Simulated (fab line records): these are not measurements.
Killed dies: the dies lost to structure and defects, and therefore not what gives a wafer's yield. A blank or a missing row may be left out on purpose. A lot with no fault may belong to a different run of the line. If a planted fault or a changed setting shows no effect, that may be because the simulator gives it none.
Comparing a struck lot with a sound one / flow n5-finfet / 14 out of 1938 route steps
Sound: wafers L376.4, L376.5, L376.6. Struck: wafer L387.1 (left out: L387.3, L387.6 of the same lot, which were not struck); the cause appears at the end.
Order at every step that has rows: each side's tool, ch and its chambers, its first start. Under that, the readings that differ: sound wafers / struck wafers / difference of the means / sigmas: that difference in standard deviations of wafers without a fault.
alike: a reading whose means differ by less than 2 such deviations, as well as words and numbers matching on both sides. not compared: withheld readings; readings where some wafer has no value; bounds like >300 that might hide an equal value; numbers whose values overlap and for which the record gives no deviation.
Wherever a step has rows on one side only, a row that says differs or no value, or a row with sigmas, the two part there. Numbers that have no deviation but don't overlap get no sigmas and don't part them. A reading that every wafer of one side lacks parts them only if that side has two wafers or more.

N5_BEOL_M8_TRENCH_ETCH_37: etches SiCOH lowk in C4F6/O2, target depth 93.478 nm, time 31.2 s.
  sound on rie-diel-06 ch 0,1,3; struck on rie-diel-05 ch 1
  alike: drypump-motor-current-A, oes-product-au, rf-vpp-V, showerhead-plenum-p-Torr, throttle-valve-pct
  not compared: rf-hours-counter-h
then, 1 step without rows for these wafers: N5_BEOL_M8_ETCH_41 (etches SiCN in CH3F/O2, target depth 31.9 nm, time 57.8 s).
N5_BEOL_M8_STRIP_80: strips in N2/H2, time 10 s.
  sound on rie-diel-06 ch 0,1,3; struck on rie-diel-05 ch 1
  alike: bias-power-w, drypump-motor-current-A, h2-flow-sccm, oes-product-au, rf-vpp-V, showerhead-plenum-p-Torr, temp-c, throttle-valve-pct
  not compared: rf-hours-counter-h
N5_BEOL_M8_OCD_MEAS_38:
  sound on ocd-02, day 11 07:39; struck on ocd-02, day 14 19:02
  alike: trench-depth-nm
then, 4 steps without rows for these wafers: N5_BEOL_M8_HM_STRIP_39 (strips TiN in peroxide tin strip, target depth 25 nm, time 158 s); N5_BEOL_M8_SRD_40 (time 30 s); N5_BEOL_M8_PRECLEAN_42 (cleans in residue remover, time 60 s); N5_BEOL_M8_SRD_43 (time 30 s).
N5_BEOL_M8_CD_MEAS_35: target cd 40 nm.
  sound on cd-sem-01, day 11 07:49; struck on cd-sem-01, day 14 19:11
  alike: cd-nm
N5_BEOL_M8_CURE_75: cures SiCOH lowk, time 120 s.
  sound on uv-cure-02 ch 2, day 11 07:59; struck on uv-cure-01 ch 2, day 14 19:14
  alike: lamp-power-pct, wafer_temp_C_max
N5_BEOL_M8_DEGAS_44: time 60 s.
  sound on pvd-sputter-01, day 11 08:13; struck on pvd-sputter-01, day 14 19:34
  alike: heater-power-w
N5_BEOL_M8_PRE_CLEAN_45: time 30 s.
  sound on pvd-sputter-01, day 11 08:15; struck on pvd-sputter-01, day 14 19:36
  alike: heater-power-w
N5_BEOL_M8_ALD_77: deposits TaN, target thk 2 nm, pulse time 2 s, purge time 3 s.
  sound on ald-metal-02 ch 0,1, day 11 08:20; struck on ald-metal-03 ch 0, day 14 19:48
reading=purge-time-s (s); sound=3 3 3; struck=3.762; difference=+0.762; sigmas=
  alike: chamber-pressure-Torr, heater-power-w, precursor-vessel-pressure-torr
next, for these wafers, 1 step has no rows: N5_BEOL_M8_SURFACE_TREAT_79.

## WHERE THEY PART
Nowhere in this record.

WHY: what the simulator had put in
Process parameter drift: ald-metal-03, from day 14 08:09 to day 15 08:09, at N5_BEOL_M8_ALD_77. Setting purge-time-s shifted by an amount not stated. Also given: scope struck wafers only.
